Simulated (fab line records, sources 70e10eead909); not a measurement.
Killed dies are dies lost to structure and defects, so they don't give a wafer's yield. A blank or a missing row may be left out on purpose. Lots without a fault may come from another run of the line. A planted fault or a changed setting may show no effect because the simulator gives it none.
fab line records | flow nand_harc
record lots=11 wafers=33 last_day=24
route steps=1159 shown A_CHANNEL_HOLE_D1@469 END@1159
lots that met no fault: from a run of the same line without faults
start_h: hours from the record's first day to the start of the lot's first wafer shown | wait_h: hours since the lot's step before | " the same as in the row above | L1.1+2: a row that stands for several wafers | - no value, or no start given | * or withheld: withheld | < > ~ a bound
route shown NAME@n: a module of which the file shows steps, and the number in the route of the first | usual: mean/standard deviation of fault-free wafers | same: alike in all rows | chamber/n: place in a boat | sites: the reading at each site | _std_site: their standard deviation | _edge_site: outer sites' mean less inner sites' | radius_mm: how far each site lies from the wafer's centre | mask NAME#n: copy n | behind: the tool/chamber that last shaped the wafer | hold: why the lot was held/for how many hours/how that ended | device: the transistor (n, p or np) that didn't switch | end of line: the same wafers' tests at the end of the route | a step without rows: its recipe alone | killed: dies lost to structure and defects at the first sort, not the wafer's yield | map: a wafer's dies, x killed, . not, _ none there
set.NAME: the setting as run; set.NAME@STEP: as run at that earlier step | model.NAME: the simulator's own value behind a step, which no gauge read
steps of the route over a sample of lots; a table a step, a row a wafer
services: from which hour (start_h, from the record's first day; less than 0 if before it) a tool's chamber was out of use, for how many hours, and why
## steps
# step NHARC_A_CHANNEL_HOLE_D1_ETCH_16
# recipe target_depth_a=31000 over_etch_frac=0.3 time_s=806 ion_energy_ev=150 o2_flow_sccm=400 cos_flow_sccm=20 ar_flow_sccm=0 rf_w=500 bias_w=300 chemistry=O2/COS
# usual drypump_motor_current_A=5.6/0.57 oes_product_au=0.998/0.01 rf_vpp_V=313.0/2 showerhead_plenum_p_Torr=3.04/0.12 throttle_valve_pct=28.330/0.0089
# columns lot.wafer tool chamber start_h wait_h drypump_motor_current_A oes_product_au rf_hours_counter_h rf_vpp_V showerhead_plenum_p_Torr throttle_valve_pct
L740.1 rie_diel-12 0 - - 6.0 1.002 15 312.0 2.95 28.347
L740.6 " 2 " " 6.6 1.008 - 310.9 2.92 28.320
L740.5 " 3 " " 5.1 1.010 - 310.9 2.94 28.328
L738.3 rie_diel-06 0 - - 5.8 0.985 10 314.1 3.08 28.331
L738.2 " 2 " " 5.8 0.967 9 312.5 2.97 28.316
L738.4 " 3 " " 4.7 0.986 10 316.3 3.25 28.326
L741.1 rie_diel-06 0 - - 5.8 0.993 10 313.9 3.08 28.336
L741.5 " 0 " " 5.8 0.981 - 312.8 3.08 28.315
L741.6 " 1 " " 6.2 1.004 - 312.7 2.93 28.316
L742.4 rie_diel-04 1 - - 6.0 1.000 4 313.3 3.02 28.339
L742.2 " 2 " " 5.8 1.013 4 310.8 3.02 28.326
L742.1 " 0 " " 5.3 0.999 4 316.7 3.34 28.327
L743.1 rie_diel-06 3 - - 4.7 1.001 11 315.7 3.24 28.355
L743.2 " 1 " " 6.3 1.010 11 311.1 2.93 28.335
L743.6 " 3 " " 4.7 0.997 - 317.1 3.24 28.328
L745.1 rie_diel-04 3 - - 5.4 1.007 4 313.0 3.06 28.338
L745.2 " 0 " " 5.3 1.007 4 317.7 3.34 28.321
L745.6 " 2 " " 5.8 1.007 - 312.2 3.02 28.345
L744.3 rie_diel-06 0 - - 5.8 0.988 12 314.7 3.08 28.312
L744.1 " 3 " " 4.7 0.986 12 316.0 3.24 28.342
L744.6 " 1 " " 6.3 1.003 - 310.7 2.93 28.338
L752.2 rie_diel-12 2 - - 6.6 0.992 3 311.4 2.92 28.348
L752.3 " 3 " " 5.1 1.003 3 311.4 2.94 28.334
L752.6 " 2 " " 6.6 0.995 - 311.5 2.92 28.327
L751.3 rie_diel-12 2 - - 6.6 0.977 4 310.7 2.92 28.320
L751.4 " 3 " " 5.1 0.998 5 311.4 2.94 28.330
L751.1 " 1 " " 4.8 0.993 5 312.5 3.10 28.327
L756.4 rie_diel-06 1 - - 6.2 0.995 2 311.8 2.93 28.347
L756.5 " 3 " " 4.7 0.989 - 315.9 3.24 28.336
L756.6 " 0 " " 5.8 0.994 - 313.8 3.08 28.332
L758.4 rie_diel-12 3 - - 5.1 0.999 7 311.5 2.93 28.327
L758.6 " 1 " " 4.8 0.991 - 314.5 3.10 28.328
L758.5 " 2 " " 6.5 0.982 - 310.1 2.92 28.335
# step NHARC_A_CHANNEL_HOLE_D1_ETCH_21
# recipe bias_v=3000 source_w=withheld pressure_mtorr=20 time_s=514.3 ar_flow_sccm=375 c4f8_flow_sccm=89.3 o2_flow_sccm=35.7 temp_c=-20 target_depth_a=16000 chemistry=C4F8/O2/Ar
# usual drypump_motor_current_A=5.62/0.28 he_backside_leak_sccm=5.6/0.33 showerhead_plenum_p_Torr=3.67/0.12 throttle_valve_pct=32.155/0.0094
# columns lot.wafer tool chamber start_h wait_h drypump_motor_current_A he_backside_leak_sccm rf_hours_counter_h showerhead_plenum_p_Torr throttle_valve_pct
L740.1 har_etch-01 1 194.28 0.3 6.08 5.4 193 3.62 32.165
L740.6 " 1 " " 6.04 5.7 - 3.62 32.166
L740.5 " 0 " " 5.24 5.5 - 3.82 32.150
L738.2 har_etch-02 1 196.05 0.3 5.56 5.5 108 3.77 32.146
L738.4 " 0 " " 5.56 5.3 - 3.53 32.139
L738.3 " 1 " " 5.59 5.3 - 3.77 32.162
L741.1 har_etch-02 1 200.17 0.3 5.63 5.2 112 3.77 32.149
L741.5 " 1 " " 5.62 5.2 - 3.77 32.160
L741.6 " 0 " " 5.57 5.9 - 3.53 32.147
L742.1 har_etch-01 0 202.60 0.3 5.27 5.6 201 3.82 32.176
L742.2 " 1 " " 6.04 5.4 201 3.62 32.166
L742.4 " 0 " " 5.27 5.7 - 3.82 32.161
L743.1 har_etch-02 0 204.37 0.3 5.59 5.7 116 3.52 32.152
L743.2 " 1 " " 5.60 5.1 116 3.77 32.149
L743.6 " 0 " " 5.57 5.3 - 3.52 32.155
L745.1 har_etch-01 0 209.92 0.3 5.25 5.3 205 3.82 32.149
L745.2 " 1 " " 6.05 5.5 205 3.61 32.156
L745.6 " 1 " " 6.05 5.3 - 3.61 32.160
L744.1 har_etch-02 0 210.76 0.3 5.61 5.6 120 3.52 32.158
L744.3 " 0 " " 5.60 5.6 - 3.52 32.136
L744.6 " 1 " " 5.60 5.4 - 3.77 32.138
L752.2 har_etch-02 1 250.97 0.3 5.62 5.5 137 3.76 32.143
L752.3 " 0 " " 5.59 6.0 - 3.51 32.146
L752.6 " 1 " " 5.61 5.4 - 3.76 32.163
L751.1 har_etch-02 0 268.19 0.3 5.61 5.5 143 3.51 32.161
L751.4 " 1 " " 5.57 5.4 - 3.75 32.150
L751.3 " 0 " " 5.62 6.0 - 3.51 32.155
L756.4 har_etch-01 0 288.49 0.3 5.27 5.5 - 3.80 32.154
L756.5 " 0 " " 5.26 5.5 - 3.80 32.133
L756.6 " 1 " " 6.06 5.5 - 3.59 32.156
L758.4 har_etch-01 0 295.09 0.3 5.23 5.6 - 3.79 32.143
L758.5 " 1 " " 6.08 5.6 - 3.59 32.158
L758.6 " 0 " " 5.24 5.9 - 3.80 32.147
# step NHARC_A_CHANNEL_HOLE_D1_ETCH_26
# recipe bias_v=300 source_w=2000 pressure_mtorr=30 time_s=224.1 ar_flow_sccm=375 c4f8_flow_sccm=11.4 o2_flow_sccm=113.6 temp_c=-20 target_depth_a=3000 chemistry=C4F8/O2/Ar
# usual drypump_motor_current_A=5.62/0.28 he_backside_leak_sccm=5.6/0.45 showerhead_plenum_p_Torr=3.71/0.13 throttle_valve_pct=24.584/0.0096
# columns lot.wafer tool chamber start_h wait_h drypump_motor_current_A he_backside_leak_sccm rf_hours_counter_h showerhead_plenum_p_Torr throttle_valve_pct
L740.1 har_etch-01 1 197.63 0.7 6.05 5.3 196 3.66 24.577
L740.6 " 1 " " 6.04 5.3 - 3.66 24.590
L740.5 " 0 " " 5.26 5.4 - 3.87 24.578
L738.2 har_etch-02 1 199.38 0.6 5.62 5.6 111 3.82 24.599
L738.4 " 0 " " 5.59 5.6 - 3.56 24.574
L738.3 " 1 " " 5.61 5.7 - 3.82 24.588
L741.1 har_etch-02 1 203.51 0.7 5.61 5.4 115 3.82 24.576
L741.5 " 1 " " 5.60 5.4 - 3.82 24.571
L741.6 " 0 " " 5.59 5.6 - 3.56 24.554
L742.1 har_etch-01 0 205.96 0.7 5.26 5.6 204 3.87 24.585
L742.2 " 1 " " 6.06 5.6 204 3.66 24.575
L742.4 " 0 " " 5.26 5.6 - 3.87 24.591
L743.1 har_etch-02 0 207.72 0.7 5.58 5.4 119 3.56 24.593
L743.2 " 1 " " 5.62 5.4 119 3.82 24.595
L743.6 " 0 " " 5.59 5.5 - 3.56 24.588
L745.1 har_etch-01 0 213.26 0.7 5.25 5.6 208 3.87 24.580
L745.2 " 1 " " 6.08 5.4 208 3.65 24.584
L745.6 " 1 " " 6.08 5.3 - 3.65 24.596
L744.1 har_etch-02 0 214.13 0.7 5.58 5.5 123 3.56 24.587
L744.3 " 0 " " 5.60 5.5 - 3.56 24.581
L744.6 " 1 " " 5.61 5.8 - 3.81 24.589
L752.2 har_etch-02 1 254.34 0.7 5.62 5.4 141 3.80 24.588
L752.3 " 0 " " 5.60 5.2 - 3.55 24.594
L752.6 " 1 " " 5.64 5.4 - 3.80 24.584
L751.1 har_etch-02 0 271.49 0.6 5.61 5.4 146 3.54 24.576
L751.4 " 1 " " 5.59 5.4 - 3.80 24.581
L751.3 " 0 " " 5.56 5.3 - 3.54 24.572
L756.4 har_etch-01 0 291.78 0.5 5.25 5.9 - 3.85 24.586
L756.5 " 0 " " 5.27 5.6 - 3.85 24.560
L756.6 " 1 " " 6.06 5.6 - 3.63 24.582
L758.4 har_etch-01 0 298.30 0.4 5.22 5.6 - 3.84 24.590
L758.5 " 1 " " 6.09 5.6 - 3.63 24.596
L758.6 " 0 " " 5.24 5.5 - 3.84 24.593
# step NHARC_A_CHANNEL_HOLE_D1_CD_MEAS_30
# usual cd_nm=89.6/1.1
# columns lot.wafer tool chamber start_h wait_h cd_nm
L740.1 cd_sem-01 - 199.42 - 88.0
L740.5 " - " " 88.2
L740.6 " - " " 88.7
L738.2 cd_sem-03 - 201.10 - 91.3
L738.3 " - " " 90.9
L738.4 " - " " 89.3
L741.1 cd_sem-01 - 205.26 - 89.3
L741.5 " - " " 91.1
L741.6 " - " " 89.1
L742.1 cd_sem-01 - 207.71 - 90.6
L742.2 " - " " 90.7
L742.4 " - " " 87.7
L743.1 cd_sem-01 - 209.82 - 88.2
L743.2 " - " " 89.4
L743.6 " - " " 88.3
L745.1 cd_sem-01 - 215.00 - 89.4
L745.2 " - " " 89.2
L745.6 " - " " 89.1
L744.1 cd_sem-03 - 216.03 - 90.0
L744.3 " - " " 90.0
L744.6 " - " " 90.2
L752.2 cd_sem-02 - 256.18 0.1 90.1
L752.3 " - " " 89.6
L752.6 " - " " 90.0
L751.1 cd_sem-01 - 273.20 - 89.5
L751.3 " - " " 88.9
L751.4 " - " " 87.2
L756.4 cd_sem-03 - 293.46 - 90.1
L756.5 " - " " 89.6
L756.6 " - " " 89.8
L758.4 cd_sem-01 - 299.99 0.1 91.6
L758.5 " - " " 90.5
L758.6 " - " " 90.1
# step NHARC_A_CHANNEL_HOLE_D1_INSPECT_40
# usual raw_defect_count=63/15
# columns lot.wafer tool chamber start_h wait_h raw_defect_count
L740.1 defect_inspect-01 - 199.60 - 65
L740.5 " - " " 62
L740.6 " - " " 60
L738.2 defect_inspect-01 - 201.29 - 59
L738.3 " - " " 47
L738.4 " - " " 72
L741.1 defect_inspect-01 - 205.45 - 62
L741.5 " - " " 74
L741.6 " - " " 55
L742.1 defect_inspect-01 - 207.90 - 84
L742.2 " - " " 82
L742.4 " - " " 78
L743.1 defect_inspect-01 - 210.01 - 50
L743.2 " - " " 42
L743.6 " - " " 62
L745.1 defect_inspect-02 - 215.18 - 69
L745.2 " - " " 83
L745.6 " - " " 59
L744.1 defect_inspect-02 - 216.22 - 69
L744.3 " - " " 63
L744.6 " - " " 63
L752.2 defect_inspect-02 - 256.36 - 1187
L752.3 " - " " 1219
L752.6 " - " " 1167
L751.1 defect_inspect-02 - 273.38 - 1197
L751.3 " - " " 1222
L751.4 " - " " 1241
L756.4 defect_inspect-02 - 293.65 - 52
L756.5 " - " " 69
L756.6 " - " " 49
L758.4 defect_inspect-02 - 300.16 - 88
L758.5 " - " " 90
L758.6 " - " " 75
# step NHARC_END_SORT_01
# recipe temp_c=25
# usual killed_at_array=29/10 killed_at_other=0.7/1.1 killed_at_periphery=3.2/2.2 killed_dies=33/11 killed_open=3.5/1.8 killed_short=2.0/1.4
# same gross_dies=677
# columns lot.wafer tool chamber start_h wait_h killed_at_array killed_at_other killed_at_periphery killed_dies killed_open killed_short
L738.2 prober-02 0 467.73 2.8 14 0 3 17 3 1
L738.3 prober-02 0 468.53 3.1 20 0 3 23 5 5
L738.4 prober-02 0 469.33 3.4 17 1 5 23 2 1
L740.1 prober-01 0 474.61 2.5 24 0 6 30 6 4
L740.5 prober-01 0 477.77 3.6 23 0 2 25 3 1
L740.6 prober-01 0 478.55 3.9 25 1 2 28 0 3
L743.1 prober-01 0 482.31 2.5 23 0 2 25 2 1
L743.2 prober-01 0 483.11 2.8 23 0 5 28 3 1
L743.6 prober-01 0 486.33 4.0 37 0 9 46 6 0
L745.1 prober-02 0 482.50 2.5 15 0 2 17 4 0
L745.2 prober-02 0 483.31 2.8 26 0 2 28 2 1
L745.6 prober-02 0 486.55 4.1 23 1 0 24 2 0
L741.1 prober-01 0 490.15 2.5 29 0 1 30 3 0
L741.5 prober-01 0 493.42 3.8 40 0 4 44 4 4
L741.6 prober-01 0 494.24 4.1 23 0 2 25 4 1
L742.1 prober-02 0 490.32 2.5 20 0 4 24 3 4
L742.2 prober-02 0 491.14 2.8 30 1 5 36 4 4
L742.4 prober-02 0 492.78 3.4 26 0 4 30 4 3
L744.1 prober-01 0 498.08 2.5 24 3 4 31 5 0
L744.3 prober-01 0 499.68 3.1 35 2 1 38 2 4
L744.6 prober-01 0 502.09 4.0 26 1 4 31 6 4
L752.2 prober-01 0 522.38 2.8 69 0 3 72 1 4
L752.3 prober-01 0 523.19 3.1 122 1 2 125 8 0
L752.6 prober-01 0 525.61 4.0 58 0 2 60 2 0
L751.1 prober-02 0 534.31 2.5 122 0 1 123 2 4
L751.3 prober-02 0 535.91 3.1 112 0 0 112 2 1
L751.4 prober-02 0 536.71 3.4 64 1 1 66 3 1
L756.4 prober-02 0 561.07 3.4 32 0 3 35 2 3
L756.5 prober-02 0 561.88 3.7 38 0 2 40 5 1
L756.6 prober-02 0 562.68 4.0 46 0 3 49 3 2
L758.4 prober-01 0 568.96 3.4 37 0 1 38 4 3
L758.5 prober-01 0 569.75 3.7 39 0 1 40 7 2
L758.6 prober-01 0 570.54 4.0 35 0 4 39 6 3
# killed by level:class
L738.2 A_STAIRCASE:chamber_film_flake=4 A_CONTACT:chamber_film_flake=3 A_WL_FILL:chamber_film_flake=2 P_CONTACT:geometric_particle:open=1 A_STAIRCASE:geometric_particle:open=1 A_SGD_CUT:geometric_particle:open=1 A_WL_FILL:geometric_particle:short=1 P_GATE:chamber_film_flake=1
L738.3 A_WL_FILL:geometric_particle:short=3 A_M0:chamber_film_flake=3 A_CONTACT:chamber_film_flake=3 A_CONTACT:geometric_particle:open=2 P_GATE:chamber_film_flake=2 A_WL_FILL:chamber_film_flake=2 P_M0:geometric_particle:short=1 A_ONON_D1:geometric_particle:open=1
L738.4 A_CHANNEL_HOLE_D1:chamber_film_flake=6 A_STAIRCASE:chamber_film_flake=4 P_GATE:chamber_film_flake=3 A_ONON_D1:geometric_particle:open=1 A_CHANNEL_FILL_D1:geometric_particle:short=1 A_M0:geometric_particle:open=1 P_ZERO_WELL:chamber_film_flake=1 P_M1:chamber_film_flake=1
L740.1 A_CHANNEL_HOLE_D1:chamber_film_flake=10 A_CONTACT:chamber_film_flake=3 A_ONON_D1:geometric_particle:short=2 A_M0:geometric_particle:open=2 A_CHANNEL_FILL_D1:chamber_film_flake=2 P_CONTACT:geometric_particle:open=1 P_M0:geometric_particle:short=1 P_M2:geometric_particle:open=1
L740.5 A_CHANNEL_HOLE_D1:chamber_film_flake=14 A_STAIRCASE:chamber_film_flake=2 P_STI:geometric_particle:open=1 A_CHANNEL_FILL_D1:geometric_particle:open=1 A_WL_FILL:geometric_particle:short=1 A_CONTACT:geometric_particle:open=1 P_GATE:chamber_film_flake=1 A_ZERO_WELL:chamber_film_flake=1
L740.6 A_CHANNEL_HOLE_D1:chamber_film_flake=17 A_STAIRCASE:chamber_film_flake=3 A_CONTACT:chamber_film_flake=2 A_CHANNEL_FILL_D1:geometric_particle:short=1 A_SGD_CUT:geometric_particle:short=1 A_CONTACT:geometric_particle:short=1 P_ZERO_WELL:chamber_film_flake=1 P_GATE:chamber_film_flake=1
L743.1 A_SLIT:chamber_film_flake=9 A_CHANNEL_HOLE_D1:chamber_film_flake=4 A_STAIRCASE:chamber_film_flake=3 A_CONTACT:geometric_particle:open=2 A_ZERO_WELL:chamber_film_flake=2 A_ONON_D1:geometric_particle:short=1 P_STI:chamber_film_flake=1 P_BONDPAD:chamber_film_flake=1
L745.1 A_CHANNEL_HOLE_D1:chamber_film_flake=10 P_CONTACT:geometric_particle:open=1 P_M1:geometric_particle:open=1 A_ONON_D1:geometric_particle:open=1 A_CHANNEL_FILL_D1:geometric_particle:open=1 A_SLIT:chamber_film_flake=1 A_STAIRCASE:chamber_film_flake=1 A_CONTACT:chamber_film_flake=1
L743.2 A_SLIT:chamber_film_flake=9 P_BONDPAD:chamber_film_flake=4 A_CHANNEL_HOLE_D1:chamber_film_flake=3 A_STAIRCASE:chamber_film_flake=3 A_ZERO_WELL:chamber_film_flake=2 A_CONTACT:chamber_film_flake=2 A_ONON_D1:geometric_particle:open=1 A_ONON_D1:geometric_particle:short=1
L745.2 A_CHANNEL_HOLE_D1:chamber_film_flake=17 A_STAIRCASE:chamber_film_flake=4 A_CONTACT:chamber_film_flake=2 P_M2:geometric_particle:short=1 A_WL_FILL:geometric_particle:open=1 A_CONTACT:geometric_particle:open=1 P_BONDPAD:chamber_film_flake=1 A_ZERO_WELL:chamber_film_flake=1
L743.6 A_SLIT:chamber_film_flake=19 A_STAIRCASE:chamber_film_flake=6 P_BONDPAD:chamber_film_flake=5 A_CHANNEL_HOLE_D1:chamber_film_flake=3 A_WL_FILL:chamber_film_flake=3 P_ZERO_WELL:chamber_film_flake=2 A_CONTACT:chamber_film_flake=2 P_GATE:geometric_particle:open=1
L745.6 A_CHANNEL_HOLE_D1:chamber_film_flake=18 A_STAIRCASE:chamber_film_flake=2 A_CONTACT:chamber_film_flake=2 A_CONTACT:geometric_particle:open=1 STARTING-WAFER:geometric_particle:open=1
L741.1 A_SLIT:chamber_film_flake=11 A_STAIRCASE:chamber_film_flake=5 A_ZERO_WELL:chamber_film_flake=4 A_M1:chamber_film_flake=3 A_CHANNEL_HOLE_D1:chamber_film_flake=2 P_GATE:geometric_particle:open=1 A_CHANNEL_HOLE_D1:geometric_particle:open=1 A_M0:geometric_particle:open=1
L742.1 A_CHANNEL_HOLE_D1:chamber_film_flake=13 A_STAIRCASE:chamber_film_flake=2 A_CONTACT:chamber_film_flake=2 P_CONTACT:geometric_particle:short=1 P_CONTACT:geometric_particle:open=1 P_M1:geometric_particle:short=1 P_M2:geometric_particle:open=1 A_SOURCE_PLATE:geometric_particle:short=1
L742.2 A_CHANNEL_HOLE_D1:chamber_film_flake=16 A_STAIRCASE:chamber_film_flake=4 A_CHANNEL_HOLE_D1:geometric_particle:short=2 A_CONTACT:chamber_film_flake=2 P_M0:geometric_particle:short=1 P_M1:geometric_particle:short=1 A_SOURCE_PLATE:geometric_particle:open=1 A_CHANNEL_FILL_D1:geometric_particle:open=1
L742.4 A_CHANNEL_HOLE_D1:chamber_film_flake=11 A_CONTACT:geometric_particle:open=3 A_SLIT:chamber_film_flake=3 A_CONTACT:chamber_film_flake=3 P_BONDPAD:chamber_film_flake=2 P_CONTACT:geometric_particle:short=1 A_ONON_D1:geometric_particle:short=1 A_CHANNEL_FILL_D1:geometric_particle:open=1
L741.5 A_SLIT:chamber_film_flake=14 A_CHANNEL_HOLE_D1:chamber_film_flake=5 A_SGD_CUT:chamber_film_flake=5 A_STAIRCASE:chamber_film_flake=3 A_WL_FILL:chamber_film_flake=2 A_CONTACT:chamber_film_flake=2 A_M1:chamber_film_flake=2 P_M0:geometric_particle:short=1
L741.6 A_SLIT:chamber_film_flake=9 A_CONTACT:chamber_film_flake=3 A_ZERO_WELL:chamber_film_flake=2 A_CHANNEL_HOLE_D1:chamber_film_flake=2 A_STAIRCASE:chamber_film_flake=2 P_M0:geometric_particle:open=1 P_M1:geometric_particle:open=1 A_ONON_D1:geometric_particle:open=1
L744.1 A_SLIT:chamber_film_flake=14 A_SGD_CUT:chamber_film_flake=4 THIN_TSV:chamber_film_flake=3 A_CONTACT:geometric_particle:open=2 P_ZERO_WELL:chamber_film_flake=2 P_STI:geometric_particle:open=1 P_GATE:geometric_particle:open=1 A_WL_FILL:geometric_particle:open=1
L744.3 A_SLIT:chamber_film_flake=18 A_CHANNEL_HOLE_D1:chamber_film_flake=3 A_STAIRCASE:chamber_film_flake=3 A_CONTACT:geometric_particle:short=2 A_SGD_CUT:chamber_film_flake=2 THIN_TSV:chamber_film_flake=2 A_CHANNEL_FILL_D1:geometric_particle:short=1 A_SGD_CUT:geometric_particle:short=1
L744.6 A_SLIT:chamber_film_flake=12 A_WL_FILL:geometric_particle:short=3 A_CHANNEL_HOLE_D1:chamber_film_flake=3 A_SGD_CUT:chamber_film_flake=2 P_CONTACT:geometric_particle:short=1 P_CONTACT:geometric_particle:open=1 P_M0:geometric_particle:open=1 A_ONON_D1:geometric_particle:open=1
L752.2 A_CHANNEL_HOLE_D1:unspecified=53 A_CONTACT:chamber_film_flake=6 A_SLIT:chamber_film_flake=4 P_M0:geometric_particle:short=1 A_CHANNEL_FILL_D1:geometric_particle:short=1 A_SGD_CUT:geometric_particle:open=1 A_WL_FILL:geometric_particle:short=1 A_CONTACT:geometric_particle:short=1
L752.3 A_CHANNEL_HOLE_D1:unspecified=106 A_CONTACT:chamber_film_flake=3 A_CONTACT:geometric_particle:open=2 A_M1:geometric_particle:open=2 A_STAIRCASE:chamber_film_flake=2 A_SLIT:chamber_film_flake=2 A_WL_FILL:chamber_film_flake=2 P_GATE:geometric_particle:open=1
L752.6 A_CHANNEL_HOLE_D1:unspecified=50 A_CONTACT:chamber_film_flake=4 A_CHANNEL_HOLE_D1:geometric_particle:open=1 A_M0:geometric_particle:open=1 P_STI:chamber_film_flake=1 P_BONDPAD:chamber_film_flake=1 A_STAIRCASE:chamber_film_flake=1 A_WL_FILL:chamber_film_flake=1
L751.1 A_CHANNEL_HOLE_D1:unspecified=105 A_BONDPAD:chamber_film_flake=6 A_CONTACT:chamber_film_flake=5 A_ONON_D1:geometric_particle:short=2 A_CHANNEL_FILL_D1:geometric_particle:short=1 A_SGD_CUT:geometric_particle:short=1 A_WL_FILL:geometric_particle:open=1 A_CONTACT:geometric_particle:open=1
L751.3 A_CHANNEL_HOLE_D1:unspecified=99 A_BONDPAD:chamber_film_flake=7 A_CONTACT:chamber_film_flake=3 A_ONON_D1:geometric_particle:open=1 A_WL_FILL:geometric_particle:short=1 A_WL_FILL:geometric_particle:open=1
L751.4 A_CHANNEL_HOLE_D1:unspecified=50 A_CONTACT:chamber_film_flake=7 A_BONDPAD:chamber_film_flake=4 A_ONON_D1:geometric_particle:short=1 A_SGD_CUT:geometric_particle:open=1 A_M0:geometric_particle:open=1 P_STI:chamber_film_flake=1 STARTING-WAFER:geometric_particle:open=1
L756.4 A_CHANNEL_HOLE_D1:chamber_film_flake=15 A_SLIT:chamber_film_flake=10 A_CONTACT:chamber_film_flake=3 P_CONTACT:geometric_particle:open=2 P_GATE:geometric_particle:short=1 A_ONON_D1:geometric_particle:short=1 A_CONTACT:geometric_particle:short=1 A_ZERO_WELL:chamber_film_flake=1
L756.5 A_CHANNEL_HOLE_D1:chamber_film_flake=16 A_SLIT:chamber_film_flake=12 A_CONTACT:chamber_film_flake=4 A_CHANNEL_FILL_D1:geometric_particle:open=2 P_M2:geometric_particle:open=1 A_ONON_D1:geometric_particle:short=1 A_CONTACT:geometric_particle:open=1 A_M0:geometric_particle:open=1
L756.6 A_SLIT:chamber_film_flake=21 A_CHANNEL_HOLE_D1:chamber_film_flake=15 A_CONTACT:chamber_film_flake=4 A_CHANNEL_FILL_D1:geometric_particle:open=2 A_CHANNEL_FILL_D1:geometric_particle:short=2 P_M0:chamber_film_flake=2 A_M0:geometric_particle:open=1 P_BONDPAD:chamber_film_flake=1
L758.4 A_CHANNEL_HOLE_D1:chamber_film_flake=23 A_CONTACT:chamber_film_flake=3 A_CONTACT:geometric_particle:open=2 A_STAIRCASE:chamber_film_flake=2 A_WL_FILL:chamber_film_flake=2 P_M1:geometric_particle:open=1 A_SOURCE_PLATE:geometric_particle:short=1 A_WL_FILL:geometric_particle:short=1
L758.5 A_CHANNEL_HOLE_D1:chamber_film_flake=21 A_CONTACT:chamber_film_flake=4 A_STAIRCASE:chamber_film_flake=3 A_BLC:chamber_film_flake=3 P_M0:geometric_particle:short=1 A_ONON_D1:geometric_particle:open=1 A_CHANNEL_HOLE_D1:geometric_particle:short=1 A_CHANNEL_HOLE_D1:geometric_particle:open=1
L758.6 A_CHANNEL_HOLE_D1:chamber_film_flake=21 A_CONTACT:chamber_film_flake=3 P_M0:geometric_particle:open=2 A_STAIRCASE:chamber_film_flake=2 A_BLC:chamber_film_flake=2 P_CONTACT:geometric_particle:short=1 A_SOURCE_PLATE:geometric_particle:open=1 A_ONON_D1:geometric_particle:short=1
## services
# columns tool chamber start_h hours kind
rie_diel-06 0 171.42 - clean
rie_diel-06 1 171.42 - clean
rie_diel-06 2 171.42 - clean
rie_diel-06 3 171.42 - clean
rie_diel-06 0 196.19 - clean
rie_diel-06 1 196.19 - clean
rie_diel-06 2 196.19 - clean
rie_diel-06 3 196.19 - clean
rie_diel-12 - 202.40 9.0 pm
rie_diel-06 2 202.96 13.3 repair
rie_diel-06 0 220.69 - clean
rie_diel-06 1 220.69 - clean
rie_diel-06 2 220.69 - clean
rie_diel-06 3 220.69 - clean
rie_diel-04 1 228.61 4.2 repair
rie_diel-04 2 233.14 5.4 repair
rie_diel-06 - 241.21 9.0 pm
rie_diel-06 0 241.21 9.0 vent_cycle
rie_diel-06 1 241.21 9.0 vent_cycle
rie_diel-06 2 241.21 9.0 vent_cycle
rie_diel-06 3 241.21 9.0 vent_cycle
rie_diel-06 0 250.21 - clean
rie_diel-06 1 250.21 - clean
rie_diel-04 - 288.90 9.0 pm
## key
first_sign step=NHARC_A_CHANNEL_HOLE_D1_INSPECT_40 reading=raw_defect_count direction=up sigmas=78 usual=63 struck=1206
effect step=NHARC_END_SORT_01 reading=killed_at_array direction=up sigmas=6.1 usual=29 struck=91
more_kills_born_at NHARC_A_CHANNEL_HOLE_D1_ETCH_26@har_etch-02=435
met_at NHARC_A_CHANNEL_HOLE_D1_ETCH_26
struck_lots L751,L752
tester_left_out L751,L752
not_acting_at NHARC_A_CHANNEL_HOLE_D1_ETCH_16,NHARC_A_CHANNEL_HOLE_D1_ETCH_21,NHARC_A_CHANNEL_HOLE_D1_CD_MEAS_30
onset_between 214.13 254.34
fault kind=chamber_particle_source tool=har_etch-02 chamber=- onset_h=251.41 steps=NHARC_A_CHANNEL_HOLE_D1_ETCH_26 rate_per_visit_cm2=1.7966 end_h=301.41
# tester_left_out: of these lots the tester's yield and bins aren't shown, on N5 and GAA mostly nor the transistor test; their killed dies are dies lost to structure and defects alone, not to doping, threshold or leakage, so they don't give the yield
